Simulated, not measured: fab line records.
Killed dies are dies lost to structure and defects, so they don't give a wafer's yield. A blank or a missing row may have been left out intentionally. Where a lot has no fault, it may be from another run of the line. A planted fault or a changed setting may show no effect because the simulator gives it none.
3 desks looking at one fault | flow n5 finfet | each desk has only its own numbers; what lay behind them comes last

## THE METROLOGY DESK
What the gauges read for every lot (on any tool): the sampled wafers with a number, averaged. If a lot's mean is further than 4 standard deviations from the usual mean, the lot is out of limits and carries the mark OUT (the distance appears in the brackets).
Columns: A = V6_OVL at N5_BEOL_M7_OVL_MEAS_29, usual -0.1 nm
lot  | first seen here | A
L379 | day 9 21:41     | 0.8
L391 | day 12 16:47    | -0.2
L397 | day 14 21:28    | 0.4
L398 | day 15 03:11    | 0.4
L399 | day 15 23:38    | -0.2
L400 | day 15 23:49    | 0.4
Finding of this desk: none of the 6 lots has anything out of limits.

## THE DEFECT DESK
Counts from the inspections along the route, per lot, as means over the sampled wafers that have a number. If a lot's mean is further than 4 standard deviations from the usual mean, the lot is out of limits and carries the mark OUT (the distance appears in the brackets).
Columns: A = raw defect count at N5_BEOL_M7_INSPECT_30, usual 413
lot  | first seen here | A
L379 | day 9 21:44     | 354
L391 | day 12 16:50    | 290
L397 | day 14 21:31    | 448
L398 | day 15 03:14    | 585
L399 | day 15 23:41    | 413
L400 | day 15 23:52    | 484
Finding of this desk: none of the 6 lots has anything out of limits.

## DESK OF THE TOOL OWNER: rie diel-01
The tool's own readings at N5_BEOL_M7_ETCH_41 (etches SiCN in CH3F/O2, target depth 31.9 nm, time 57.8 s): means of the sampled wafers that have a number, for each lot that ran on this tool. If a lot's mean is further than 4 standard deviations from the usual mean, the lot is out of limits and carries the mark OUT (the distance appears in the brackets).
Columns: A = chamber pressure mTorr at N5_BEOL_M7_ETCH_41, usual 30.00 mTorr; B = drypump motor current A at N5_BEOL_M7_ETCH_41, usual 5.9 A; C = oes product au at N5_BEOL_M7_ETCH_41, usual 0.80 a.u.; D = rf fwd power W at N5_BEOL_M7_ETCH_41, usual 391.7 W; E = rf vpp V at N5_BEOL_M7_ETCH_41, usual 297.4 V; F = showerhead plenum p Torr at N5_BEOL_M7_ETCH_41, usual 2.01 Torr; G = throttle valve pct at N5_BEOL_M7_ETCH_41, usual 16.23 %
lot  | first seen here | A     | B   | C    | D               | E               | F    | G
L391 | day 12 17:22    | 29.99 | 6.2 | 0.81 | 392.8           | 298.2           | 2.03 | 15.99
L398 | day 15 03:34    | 29.98 | 6.2 | 0.81 | 486.6 (+59) OUT | 278.0 (-14) OUT | 2.00 | 16.15
L399 | day 16 00:17    | 30.00 | 5.8 | 0.85 | 487.1 (+60) OUT | 277.0 (-15) OUT | 1.99 | 16.11
This desk's verdict: out of limits on L398, L399, starting with L398 at day 15 03:34 (rf fwd power W at N5_BEOL_M7_ETCH_41). L391: within limits.

## BROUGHT TOGETHER
The tool owner's desk could have raised an alarm at day 15 03:34, on L398, L399.
Metrology desk: nothing out of limits seen.
The defect desk saw nothing out of limits.
The metrology desk has L398, L399 on record, within its limits.
The defect desk has L398, L399 on record, within its limits.
The lots listed all ran N5_BEOL_M7_ETCH_41 on rie diel-01.

## WHAT THE SIMULATOR HAD PUT IN
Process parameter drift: rie diel-01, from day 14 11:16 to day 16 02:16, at N5_BEOL_M7_ETCH_41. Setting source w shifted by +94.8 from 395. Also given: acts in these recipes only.
Lots struck among those shown: L398, L399.
How many hours passed from the start of the fault until each desk's first out-of-limits reading: the tool owner's desk, 16.
